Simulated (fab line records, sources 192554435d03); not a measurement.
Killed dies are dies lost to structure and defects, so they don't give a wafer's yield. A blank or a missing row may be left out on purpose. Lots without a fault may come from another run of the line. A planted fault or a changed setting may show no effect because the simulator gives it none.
A struck lot beside a sound one | flow n5_finfet | 37 steps out of a route of 1938
Sound: wafers L179.2, L179.3, L179.4. Struck: wafers L164.2, L164.4, L164.5. The cause comes at the end.
At each step with rows: each side's tool, then ch and its chambers, then its first start. Under that, the readings that differ: sound wafers | struck wafers | difference of the means | sigmas: that difference in standard deviations of wafers without a fault.
alike: readings whose means differ by less than 2 such deviations, and words and numbers that are the same on both sides. not compared: withheld readings, readings that some wafer has no value for, bounds like >300 that may hide the same value, and numbers for which the record gives no deviation and whose values overlap.
The two part at a step that has a row with sigmas, a row that says differs or no value, or rows on one side only. Numbers that don't overlap but have no deviation are shown without sigmas and don't part them. A reading that every wafer of one side lacks parts them only if that side has two wafers or more.

first, 9 steps without rows for these wafers: N5_BEOL_M4_ANNEAL_95 (time 240 s); N5_BEOL_M4_SPUTTER_96 (material Cu, target thk 4.5 nm, time 8.29 s); N5_BEOL_M4_ECD_50 (material Cu, target thk 300 nm); N5_BEOL_M4_ANNEAL_51 (time 90 s); N5_BEOL_M4_CMP_52 (polishes, stops on SiOC, t overpolish 6.8 s, target thk 40 nm); N5_BEOL_M4_PRE_CLEAN_60 (time 15 s); N5_BEOL_M4_CO_CAP_55 (material Co, precursor CCTBA/H2, target thk 2 nm, time 102.1 s); N5_BEOL_M4_PRE_CLEAN_56 (time 15 s); N5_BEOL_M4_DEP_57 (deposits SiCN from 3MS/NH3, target thk 8 nm, time 14 s).
N5_BEOL_M4_RC_MEAS_101:
  sound on prober-02 ch 0, day 13 05:41; struck on prober-02 ch 0, day 9 19:18
  alike: DIBL_N, DIBL_P, IOFF_N, IOFF_P, ION_N, ION_P, SS_N, SS_P, VT_N, VT_P
then, 24 steps without rows for these wafers: N5_BEOL_M5_ILD_DEP_00 (deposits SiCOH lowk from DEMS/porogen, target thk 140.64 nm, time 25.9 s); N5_BEOL_M5_CURE_79 (cures SiCOH lowk, time 240 s); N5_BEOL_M5_PECVD_70 (deposits SiO2 from TEOS/O2, target thk 16 nm, time 18 s); N5_BEOL_M5_HM_DEP_02 (deposits TiN, target thk 20 nm); N5_BEOL_M5_COAT_59 (time 60 s, resist thk 60 nm); N5_BEOL_M5_COAT_60 (time 60 s, resist thk 12 nm); N5_BEOL_M5_COAT_71 (time 60 s, resist thk 5 nm); N5_BEOL_M5_COAT_05 (resist thk 30 nm); N5_BEOL_M5_EBR_07; N5_BEOL_M5_SOFTBAKE_06 (time 60 s); N5_BEOL_M5_EXPOSE_08 (exposes mask M5, target cd 28 nm); N5_BEOL_M5_PEB_09 (peb time 60 s); N5_BEOL_M5_DEVELOP_10 (develop time 30 s); N5_BEOL_M5_DESCUM_16 (chemistry O2, time 7 s); N5_BEOL_M5_ETCH_72 (etches underlayer in N2/H2, target depth 6.5 nm, time 5.2 s); N5_BEOL_M5_ETCH_61 (etches SiARC in CF4, target depth 15.6 nm, time 26 s); N5_BEOL_M5_ETCH_62 (etches SOC in N2/H2, target depth 75 nm, overetch 15 nm, time 112.5 s); N5_BEOL_M5_STRIP_63 (strips in N2/H2); N5_BEOL_M5_STRIP_73 (strips in N2/H2); N5_BEOL_M5_STRIP_64 (strips in CF4); N5_BEOL_M5_HM_OPEN_17 (chemistry Cl2/BCl3, target TiN, target depth 20 nm, overetch 6 nm); N5_BEOL_M5_STRIP_19 (strips in O2); N5_BEOL_M5_COAT_65 (time 60 s, resist thk 60 nm); N5_BEOL_M5_COAT_66 (time 60 s, resist thk 12 nm).
N5_BEOL_M6_ECD_50: material Cu, target thk 300 nm.
  sound on ecd_cu-02 ch 0,1, day 14 01:47; struck on ecd_cu-01 ch 0,1, day 10 15:58
N5_BEOL_M6_CMP_52: polishes, stops on SiCOH lowk, t overpolish 6.9 s, target thk 80 nm.
  sound on cmp-04 ch 0,1,3, day 14 02:12; struck on cmp-04 ch 1,3, day 10 16:23
  reading                | sound          | struck      | difference | sigmas
  time_to_endpoint_s (s) | 59.3 61.5 64.1 | 4.3 3.0 2.6 | -58.3      | -21
  alike: motor_current_A, slurry_flow_ml_min
-- the record jumps here: 3 days lie between the struck wafers' starts before and after (it left off in module BEOL_M6 and takes up again in module PASSIVATION, whose first step shown is number 1936 of the route) --
N5_PASSIVATION_PROBE_49:
  the record has rows for the struck wafers here (prober-01, day 13 23:19) and none for the sound ones

WHERE THEY PART
First at N5_BEOL_M6_CMP_52; last, within this record, at N5_PASSIVATION_PROBE_49.

WHY: what the simulator had put in
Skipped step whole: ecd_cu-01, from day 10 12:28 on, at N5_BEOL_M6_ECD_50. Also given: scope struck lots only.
